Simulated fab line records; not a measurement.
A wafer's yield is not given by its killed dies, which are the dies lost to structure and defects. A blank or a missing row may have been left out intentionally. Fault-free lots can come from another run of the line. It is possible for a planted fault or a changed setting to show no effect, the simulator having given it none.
8D (eight disciplines) problem report, filled in by code + flow nandHarc + the parts of the form that need people (team, actions taken, sign-off) are left out

1. WHAT IS WRONG
At NHARC_END_SORT_01, killedAtPeriphery averages 654.7 over 6 wafers from 2 lots, while fault-free wafers read 3.1, standard deviation 2.1. That is +99 or more standard deviations from the usual mean.
First observed at day 21 06:38: wafer L758.1, on prober-02. At this step, 15 wafers from 5 lots have a number in the record. By rule, "out" or "out of limits" means more than 4 standard deviations away from the usual mean. The other wafers with a number count as sound.

2. WHAT IT IS AND WHAT IT IS NOT
| question                    | is                                                                                                          | is not                                                                                |
|-----------------------------|-------------------------------------------------------------------------------------------------------------|---------------------------------------------------------------------------------------|
| which readings at this step | killedAtPeriphery, defectLimitedYield, killedDies, sort_bin_2_pct, sortNPass, sortRimYieldPct, sortYieldPct | killedAtArray, killedAtOther, killedOpen, killedShort, sort_bin_3_pct, sort_bin_4_pct |
| which lots                  | L758, L761                                                                                                  | L750, L763, L769                                                                      |
| which wafers of those lots  | all that have a number                                                                                      | -                                                                                     |
| read on which gauges        | prober-02                                                                                                   | prober-01                                                                             |
| when                        | from day 21 06:38                                                                                           | up to then (3 sound wafers); but 6 sound wafers of L763, L769 came after              |

3. WHAT RULES OUT EACH SUSPECT
Counting: a tool at any process step up to the reading remains a suspect when it ran all the lots that are out and ran no sound lot after the first of those.
- the gauge at NHARC_END_SORT_01: kept. All the wafers that are out were read on prober-02, and no step on other tools shows them out.
- pecvd-04 at NHARC_P_M2_DEP_00 (deposits SiOC, target thk 182.5 nm): kept. It ran every lot that is out, first L758 (day 8 02:22), and no sound lot after that.
What counting leaves: pecvd-04 at NHARC_P_M2_DEP_00 and prober-02 at NHARC_END_SORT_01.

4. THE CAUSE (what the simulator had put in)
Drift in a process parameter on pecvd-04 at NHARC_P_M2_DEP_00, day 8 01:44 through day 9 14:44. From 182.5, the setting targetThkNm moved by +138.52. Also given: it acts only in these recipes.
Counting leaves 2 suspects; this tool is one of them.

5. SEQUENCE OF EFFECTS, ordered by route
Each row: a reading where the mean over the struck wafers with a number is more than 3 standard deviations away from the usual. Readings are gone through only where the record gives a usual standard deviation; hours: the median, over the lots, of the time from a lot's start at the first step in this table giving one to that lot's start at this step; sigmas: the change measured in usual standard deviations.
| hours | step              | reading            | usual  | on struck wafers | change | sigmas      |
|-------|-------------------|--------------------|--------|------------------|--------|-------------|
| 0     | NHARC_END_SORT_01 | defectLimitedYield | 95.6 % | 0.0              | -95.6  | -60         |
| 0     | NHARC_END_SORT_01 | killedAtPeriphery  | 3.1    | 654.7            | +651.6 | +99 or more |
| 0     | NHARC_END_SORT_01 | killedDies         | 30     | 677              | +647   | +59         |
| 0     | NHARC_END_SORT_01 | sort_bin_2_pct     | 1.3 %  | 97.2             | +95.9  | +99 or more |
| 0     | NHARC_END_SORT_01 | sortNPass          | 647    | 0                | -647   | -59         |
| 0     | NHARC_END_SORT_01 | sortRimYieldPct    | 95.8 % | 0.0              | -95.8  | -35         |
| 0     | NHARC_END_SORT_01 | sortYieldPct       | 95.6 % | 0.0              | -95.6  | -60         |

6. WHAT WOULD HAVE CAUGHT IT SOONER
Counted from the fault's start at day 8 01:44, it took 317 hours until the first out-of-limits reading at a measuring or inspecting step in this record, taken at day 21 06:38.
By day 21 06:38 the whole set of lots that are out, 2 in number, had already begun NHARC_P_M2_DEP_00 on pecvd-04. Holding the tool at that point would not have protected any of them.
